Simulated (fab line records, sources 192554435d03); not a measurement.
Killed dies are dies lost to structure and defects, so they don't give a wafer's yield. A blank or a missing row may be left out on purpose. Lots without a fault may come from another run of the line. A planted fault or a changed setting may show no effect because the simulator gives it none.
Split-lot experiment | flow n5_finfet | 7 lots, 21 wafers read, on a route of 1938 steps

THE SPLIT
At N5_BEOL_M15_TRENCH_ETCH_34 (etches SiO2 in C4F8/O2/Ar, target depth 872.93 nm, time 199 s), the setting bias_w was moved away from the recipe's 2040 W on 9 of the 21 wafers read, by -13.4% to +16.2%. The other wafers ran this setting at the recipe's value.

The reading is taken at the split's own step.

THE READING
rf_vpp_V, in V, at N5_BEOL_M15_TRENCH_ETCH_34 (etches SiO2 in C4F8/O2/Ar, target depth 872.93 nm, time 199 s). Fault-free wafers of this fab line usually give 2230 V, standard deviation 29 V.

wafer  | tool, chamber at the split | bias_w as run, W | against the recipe | rf_vpp_V, V | against lot-mates on the recipe
L076.1 | rie_diel-04, 0             | 2040             | recipe             | 2262        | -
L076.3 | rie_diel-04, 3             | 2040             | recipe             | 2262        | -
L076.5 | rie_diel-04, 0             | 1767             | -13.4%             | 2042        | -220
L089.2 | rie_diel-03, 0             | 1795             | -12.0%             | 2031        | -243
L089.3 | rie_diel-03, 2             | 2040             | recipe             | 2274        | -
L089.4 | rie_diel-03, 3             | 1795             | -12.0%             | 2001        | -273
L088.2 | rie_diel-03, 3             | 1857             | -9.0%              | 2050        | -224
L088.3 | rie_diel-03, 2             | 2040             | recipe             | 2274        | -
L088.4 | rie_diel-03, 1             | 1857             | -9.0%              | 2064        | -210
L091.1 | rie_diel-03, 3             | 2040             | recipe             | 2190        | -
L091.4 | rie_diel-03, 2             | 2040             | recipe             | 2271        | -
L091.6 | rie_diel-03, 0             | 2040             | recipe             | 2223        | -
L092.1 | rie_diel-05, 3             | 2040             | recipe             | 2224        | -
L092.3 | rie_diel-05, 2             | 2215             | +8.6%              | 2389        | +165
L092.6 | rie_diel-05, 2             | 2215             | +8.6%              | 2387        | +163
L095.1 | rie_diel-03, 3             | 2040             | recipe             | 2191        | -
L095.4 | rie_diel-03, 1             | 2040             | recipe             | 2204        | -
L095.6 | rie_diel-03, 3             | 2040             | recipe             | 2190        | -
L096.1 | rie_diel-03, 1             | 2370             | +16.2%             | 2446        | +256
L096.3 | rie_diel-03, 3             | 2040             | recipe             | 2190        | -
L096.4 | rie_diel-03, 2             | 2370             | +16.2%             | 2517        | +327

THE FIT
A straight line over all 21 wafers: rf_vpp_V changes by +16.6 V for each +1% of bias_w; r = +0.97; the points scatter about the line by 34 V.
The same after taking each lot's own level away (the mean of its wafers on the recipe; 21 wafers): +19.4 V for each +1%; r = +0.99; scatter 26 V.
On that fit, the largest move of bias_w shifts the reading by 3.1e+02 V.
The lots' own levels span 2190.0 to 2274.0 V, that is 2.9 times the standard deviation above.
So the lot-to-lot level changes the slope: the two fits differ.
Check: with one of the wafers moved furthest among these (+16.2%) left out of the fit, the line predicts +325 V for it against its lot-mates. It came out at +256 V against them.
Tool readings at the split's step, against how far the setting was moved: rf_vpp_V r = +0.97.

OTHER SPLITS ON THESE WAFERS
These wafers also went through other splits before the reading. Each is held against what the fit with the lots' levels taken away leaves over:
other split on the same wafers | wafers away from the commonest value | r with rf_vpp_V (lot level and that fit taken away)
N5_BEOL_M14_PEB_26 peb_temp_c  | 5                                    | +0.33

THE FILE'S OWN FIT
rf_vpp_V changes by +19.1 V for each +1% of bias_w, r = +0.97.
